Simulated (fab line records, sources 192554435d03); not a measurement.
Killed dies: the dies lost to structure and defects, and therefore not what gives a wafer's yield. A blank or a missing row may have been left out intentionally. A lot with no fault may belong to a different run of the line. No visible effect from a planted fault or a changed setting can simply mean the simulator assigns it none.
Split-lot experiment + flow n5_finfet + 7 lots, 39 wafers read, on a route of 1938 steps

== THE SPLIT ITSELF ==
At N5_BEOL_M10_DEP_56 (deposits SiCN from 3MS/NH3, target thk 15 nm, time 26.5 s), the setting time_s was moved away from the recipe's 26.5 s on 9 of the 39 wafers read, by -53.4% to +56.5%. This setting was run at the recipe's value on the other wafers.

The reading comes from the split's own step.

== THE READING ==
SiCN_of_BEOL_M10_DEP_56.thk_nm (the simulator's own value, which no gauge read), in nm, at N5_BEOL_M10_DEP_56 (deposits SiCN from 3MS/NH3, target thk 15 nm, time 26.5 s). The file gives no usual value for it. Across the 30 wafers here that went through the recipe, the average is 15.1 nm and the standard deviation 0.18 nm.

| wafer  | tool, chamber at the split | time_s as run, s | against the recipe | SiCN_of_BEOL_M10_DEP_56.thk_nm, nm | against lot-mates on the recipe |
|--------|----------------------------|------------------|--------------------|------------------------------------|---------------------------------|
| L088.1 | pecvd-02, 1                | 26.5             | recipe             | 14.8                               | -                               |
| L088.2 | pecvd-02, 2                | 41.47            | +56.5%             | 23                                 | +8.0                            |
| L088.3 | pecvd-02, 0                | 41.47            | +56.5%             | 23.2                               | +8.2                            |
| L088.4 | pecvd-02, 0                | 26.5             | recipe             | 15.2                               | -                               |
| L088.5 | pecvd-02, 1                | 26.5             | recipe             | 15                                 | -                               |
| L088.6 | pecvd-02, 2                | 41.47            | +56.5%             | 23.6                               | +8.6                            |
| L087.1 | pecvd-02, 2,1              | 26.5             | recipe             | 14.8                               | -                               |
| L087.3 | pecvd-02, 2,1              | 26.5             | recipe             | 14.8                               | -                               |
| L087.2 | pecvd-02, 0,1,0            | 26.5             | recipe             | 15                                 | -                               |
| L087.4 | pecvd-02, 0,1,0            | 26.5             | recipe             | 15                                 | -                               |
| L087.5 | pecvd-02, 0,1,0            | 26.5             | recipe             | 15                                 | -                               |
| L087.6 | pecvd-02, 2                | 26.5             | recipe             | 15.2                               | -                               |
| L092.1 | pecvd-04, 0,2,0            | 26.5             | recipe             | 15                                 | -                               |
| L092.3 | pecvd-04, 0,2,0            | 26.5             | recipe             | 15                                 | -                               |
| L092.6 | pecvd-04, 0,2,0            | 26.5             | recipe             | 15                                 | -                               |
| L092.2 | pecvd-04, 1,2,1            | 26.5             | recipe             | 15.2                               | -                               |
| L092.4 | pecvd-04, 1,2,1            | 26.5             | recipe             | 15.2                               | -                               |
| L092.5 | pecvd-04, 1,2,1            | 26.5             | recipe             | 15.2                               | -                               |
| L094.1 | pecvd-02, 0                | 26.5             | recipe             | 15                                 | -                               |
| L094.6 | pecvd-02, 0                | 26.5             | recipe             | 15                                 | -                               |
| L094.5 | pecvd-02, 2                | 26.5             | recipe             | 15.2                               | -                               |
| L093.1 | pecvd-01, 0                | 26.5             | recipe             | 15.2                               | -                               |
| L093.2 | pecvd-01, 1                | 12.35            | -53.4%             | 6.6                                | -8.5                            |
| L093.3 | pecvd-01, 2                | 12.35            | -53.4%             | 7                                  | -8.1                            |
| L093.4 | pecvd-01, 1,2              | 26.5             | recipe             | 15                                 | -                               |
| L093.5 | pecvd-01, 1,2              | 26.5             | recipe             | 15                                 | -                               |
| L093.6 | pecvd-01, 0                | 12.35            | -53.4%             | 7.4                                | -7.7                            |
| L096.1 | pecvd-04, 2,0              | 26.5             | recipe             | 15                                 | -                               |
| L096.2 | pecvd-04, 2,0              | 26.5             | recipe             | 15                                 | -                               |
| L096.3 | pecvd-04, 1,2              | 26.5             | recipe             | 15.2                               | -                               |
| L096.6 | pecvd-04, 1,2              | 26.5             | recipe             | 15.2                               | -                               |
| L096.4 | pecvd-04, 0                | 26.5             | recipe             | 15.4                               | -                               |
| L096.5 | pecvd-04, 1                | 26.5             | recipe             | 15.6                               | -                               |
| L097.1 | pecvd-04, 1                | 37.31            | +40.8%             | 21                                 | +6.1                            |
| L097.2 | pecvd-04, 2,0              | 26.5             | recipe             | 14.8                               | -                               |
| L097.3 | pecvd-04, 2,0              | 26.5             | recipe             | 14.8                               | -                               |
| L097.4 | pecvd-04, 2,1              | 37.31            | +40.8%             | 21.2                               | +6.3                            |
| L097.6 | pecvd-04, 2,1              | 37.31            | +40.8%             | 21.2                               | +6.3                            |
| L097.5 | pecvd-04, 0                | 26.5             | recipe             | 15                                 | -                               |
If several chambers appear in one row, that row covers several wafers at once and the file leaves open which wafer was in which chamber.

THE FIT
A straight line over all 39 wafers: SiCN_of_BEOL_M10_DEP_56.thk_nm changes by +0.148 nm for each +1% of time_s; r = +1.00; the points scatter about the line by 0.21 nm.
The same after taking each lot's own level away (the mean of its wafers on the recipe; 39 wafers): +0.15 nm for each +1%; r = +1.00; scatter 0.19 nm.
According to that fit, moving time_s by its largest amount changes the reading by 8.5 nm.
Measured against the standard deviation above, the lots' own levels, which go from 14.87 to 15.23 nm, span 2.0 times it.
The two slopes are in agreement: the lot-to-lot level therefore moves the slope only a little.
Check: +8.53 nm against its lot-mates is what the line predicts for one of the wafers moved furthest among these (+56.5%) when that wafer is left out of the fit. Against them it came out at +8 nm.

== THE OTHER SPLITS THESE WAFERS WENT THROUGH ==
Other splits were also applied to these wafers ahead of the reading. Each is held against what the fit with the lots' levels taken away leaves over:
| other split on the same wafers           | wafers away from the commonest value | r with SiCN_of_BEOL_M10_DEP_56.thk_nm (lot level and that fit taken away) |
|------------------------------------------|--------------------------------------|---------------------------------------------------------------------------|
| N5_BEOL_M6_TRENCH_ETCH_37 target_depth_a | 15                                   | +0.02                                                                     |
| N5_BEOL_M7_DEP_56 target_thk_a           | 12                                   | +0.04                                                                     |

== FILE'S OWN FIT ==
SiCN_of_BEOL_M10_DEP_56.thk_nm changes by +0.15 nm for each +1% of time_s, r = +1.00.
